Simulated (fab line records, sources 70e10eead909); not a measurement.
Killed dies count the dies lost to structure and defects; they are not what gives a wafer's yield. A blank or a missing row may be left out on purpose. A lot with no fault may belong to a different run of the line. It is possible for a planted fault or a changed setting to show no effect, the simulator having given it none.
Which of the tools did it? | flow nand harc | 24 lots with 72 wafers sampled at 2 steps, on a route of 1302 steps

== WHAT THE GAUGES READ, wafer by wafer ==
NHARC_A_ONON_D1_THK_MEAS_21: measures by ellipsometry. Usual: 1000 nm for thk nm, sd 10.
lot  | measured     | on            | thk nm (nm)    | flag
L074 | day 8 07:38  | film metro-02 | 1008 1008 1010 |
L075 | day 8 14:57  | film metro-01 | 1014 1015 1013 |
L076 | day 9 03:35  | film metro-02 | 1001 1004 1001 |
L077 | day 9 03:35  | film metro-01 | 992 990 991    |
L078 | day 9 23:13  | film metro-01 | 1005 1004 1004 |
L079 | day 10 06:23 | film metro-01 | 991 992 994    |
L080 | day 10 22:08 | film metro-01 | 999 998 999    |
L082 | day 11 12:47 | film metro-01 | 985 986 985    |
L081 | day 11 12:49 | film metro-01 | 996 995 996    |
L083 | day 12 03:09 | film metro-01 | 995 996 993    |
L084 | day 12 09:47 | film metro-02 | 1003 1004 1003 |
L085 | day 12 19:38 | film metro-01 | 1006 1007 1005 |
L086 | day 13 15:00 | film metro-01 | 1003 1000 1002 |
L087 | day 13 15:01 | film metro-02 | 993 993 995    |
L088 | day 14 03:39 | film metro-01 | 971 972 971    |
L089 | day 14 17:36 | film metro-02 | 984 984 983    |
L090 | day 15 04:09 | film metro-01 | 1010 1009 1012 |
L091 | day 15 04:10 | film metro-01 | 999 1001 1000  |
L092 | day 15 13:42 | film metro-02 | 997 999 997    |
L094 | day 16 07:05 | film metro-02 | 1007 1007 1004 |
L093 | day 16 07:05 | film metro-01 | 1017 1015 1016 |
L095 | day 16 21:44 | film metro-01 | 1000 1002 1000 |
L096 | day 18 02:17 | film metro-02 | 1008 1008 1008 |
L097 | day 18 02:26 | film metro-01 | 1010 1010 1011 |

NHARC_A_CHANNEL_HOLE_D1_CD_MEAS_30. Usual: 89.9 nm for cd nm, sd 1.2.
lot  | measured     | on        | cd nm (nm)     | flag
L074 | day 8 19:47  | cd sem-01 | 91.1 90.5 88.7 |
L075 | day 9 05:32  | cd sem-03 | 90.5 88.9 90.2 |
L076 | day 9 21:34  | cd sem-01 | 91.4 90.3 91.5 |
L077 | day 9 17:42  | cd sem-02 | 91.4 90.2 89.0 |
L078 | day 10 11:10 | cd sem-03 | 91.2 90.8 91.4 |
L079 | day 10 22:16 | cd sem-02 | 90.2 90.3 90.6 |
L080 | day 11 10:42 | cd sem-01 | 88.8 90.5 88.3 |
L082 | day 12 05:45 | cd sem-03 | 90.8 90.2 92.0 |
L081 | day 12 04:14 | cd sem-03 | 89.5 91.1 89.8 |
L083 | day 12 16:51 | cd sem-02 | 86.6 87.5 86.1 |
L084 | day 12 21:31 | cd sem-02 | 88.5 91.0 89.8 |
L085 | day 13 12:03 | cd sem-02 | 88.1 91.4 89.5 |
L086 | day 14 07:19 | cd sem-02 | 88.9 91.6 89.1 |
L087 | day 14 05:18 | cd sem-01 | 89.4 87.8 93.0 |
L088 | day 14 15:40 | cd sem-03 | 89.3 91.3 90.6 |
L089 | day 15 08:42 | cd sem-01 | 90.1 91.9 91.1 |
L090 | day 15 16:01 | cd sem-01 | 89.6 89.3 89.7 |
L091 | day 15 16:16 | cd sem-01 | 90.8 89.5 93.8 |
L092 | day 16 01:46 | cd sem-03 | 89.5 90.5 89.2 |
L094 | day 16 20:01 | cd sem-02 | 88.7 89.9 88.4 |
L093 | day 16 18:52 | cd sem-01 | 90.0 89.1 89.3 |
L095 | day 17 15:18 | cd sem-02 | 89.3 89.3 89.2 |
L096 | day 18 14:14 | cd sem-03 | 90.4 88.5 89.0 |
L097 | day 18 15:17 | cd sem-02 | 88.8 87.6 89.2 |

== WHAT TOOL EACH LOT RAN ON (gives the tool, then ch and the chambers of the sampled wafers, and finally the start) ==
Record: no process step prior to these readings.

== WHAT THE TOOLS THEMSELVES READ (means of the sampled wafers that have a number; where no wafer has one, the mark that the record gives instead) ==
The record holds no such reading with a usual standard deviation.

== THE ANSWER, worked out from the rows above alone ==
Rule: a lot counts as off when the mean over its wafers that have a number is more than 3 standard deviations away from the usual mean. A lot without any number at a reading at which 4 lots or more have one is off too. Where the step has rows for the other lots, those lots are counted as sound. First the gauges in route order, then the tools' own readings, where a lot's mean is used as printed above. At the first step where some lot is off, the reading lying furthest off is the one used; lots without a number count as furthest.
No lot is off on any of the readings shown, so nothing can be concluded from this.

== WHAT HAD BEEN PUT IN BY THE SIMULATOR ==
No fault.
